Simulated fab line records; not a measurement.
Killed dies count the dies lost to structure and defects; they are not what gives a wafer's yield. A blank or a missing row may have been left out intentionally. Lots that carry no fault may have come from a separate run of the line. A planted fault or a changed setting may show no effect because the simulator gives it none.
Which tool is to blame? / flow n5Finfet / 11 lots with 33 wafers sampled at 2 steps, on a route of 1938 steps

== WHAT THE GAUGES SHOWED, per wafer ==
N5_BEOL_M15_RS_MEAS_54: the measuring method here is four-point-probe.
lot=L130; measured=day 11 23:05; on=filmMetro-02; M15_RS (ohm/sq)=0.0217 0.0213 0.0218
lot=L131; measured=day 12 21:13; on=filmMetro-02; M15_RS (ohm/sq)=0.0207 0.0210 0.0207
lot=L132; measured=day 12 21:46; on=filmMetro-02; M15_RS (ohm/sq)=0.0223 0.0217 0.0220
lot=L133; measured=day 13 01:01; on=filmMetro-02; M15_RS (ohm/sq)=0.0215 0.0218 0.0211
lot=L134; measured=day 13 06:28; on=filmMetro-01; M15_RS (ohm/sq)=0.0203 0.0214 0.0203
lot=L136; measured=day 13 12:01; on=filmMetro-02; M15_RS (ohm/sq)=0.0206 0.0215 0.0209
lot=L135; measured=day 13 12:05; on=filmMetro-02; M15_RS (ohm/sq)=0.0218 0.0217 0.0214
lot=L148; measured=day 16 10:04; on=filmMetro-01; M15_RS (ohm/sq)=0.0215 0.0215 0.0217
lot=L146; measured=day 16 16:08; on=filmMetro-01; M15_RS (ohm/sq)=0.0212 0.0214 0.0210
lot=L149; measured=day 17 04:21; on=filmMetro-01; M15_RS (ohm/sq)=0.0219 0.0220 0.0221
lot=L150; measured=day 17 04:53; on=filmMetro-01; M15_RS (ohm/sq)=0.0219 0.0219 0.0221

== EACH LOT AND THE TOOL THAT RAN IT (in order: tool; ch and the chambers of the sampled wafers; start) ==
lot=L130; N5_BEOL_M15_DEP_53=pecvd-04 ch 0,1,2, day 11 23:01
lot=L131; N5_BEOL_M15_DEP_53=pecvd-03 ch 0,2, day 12 21:10
lot=L132; N5_BEOL_M15_DEP_53=pecvd-04 ch 0,2, day 12 21:42
lot=L133; N5_BEOL_M15_DEP_53=pecvd-03 ch 1,2, day 13 00:57
lot=L134; N5_BEOL_M15_DEP_53=pecvd-01 ch 0,1,2, day 13 06:24
lot=L136; N5_BEOL_M15_DEP_53=pecvd-03 ch 1,2, day 13 11:58
lot=L135; N5_BEOL_M15_DEP_53=pecvd-03 ch 0,2, day 13 12:01
lot=L148; N5_BEOL_M15_DEP_53=pecvd-03 ch 0,1, day 16 09:59
lot=L146; N5_BEOL_M15_DEP_53=pecvd-01 ch 1,2, day 16 16:04
lot=L149; N5_BEOL_M15_DEP_53=pecvd-01 ch 0,1,2, day 17 04:17
lot=L150; N5_BEOL_M15_DEP_53=pecvd-01 ch 0,2, day 17 04:49
- N5_BEOL_M15_DEP_53: deposits SiCN from 3MS/NH3, target thk 50 nm, time 17.8 s.

== THE ANSWER, worked out from the rows above alone ==
Rule: the lots themselves supply what counts as usual. Put in order of their means at a reading, lots are off if they are a third of the lots or fewer, leave a main group of 4 or more, and stand apart from it by a gap of 3 or more times the standard deviation of the main group's means; of several such gaps the widest counts. Not used: any main group whose means are identical at the precision the tables above print for the reading. A lot without any number at a reading at which 4 lots or more have one is off too. The other lots that the step has rows for count as sound.
Nothing can be told from this: no lot is off at any reading shown.

== WHAT THE SIMULATOR HAD INSERTED ==
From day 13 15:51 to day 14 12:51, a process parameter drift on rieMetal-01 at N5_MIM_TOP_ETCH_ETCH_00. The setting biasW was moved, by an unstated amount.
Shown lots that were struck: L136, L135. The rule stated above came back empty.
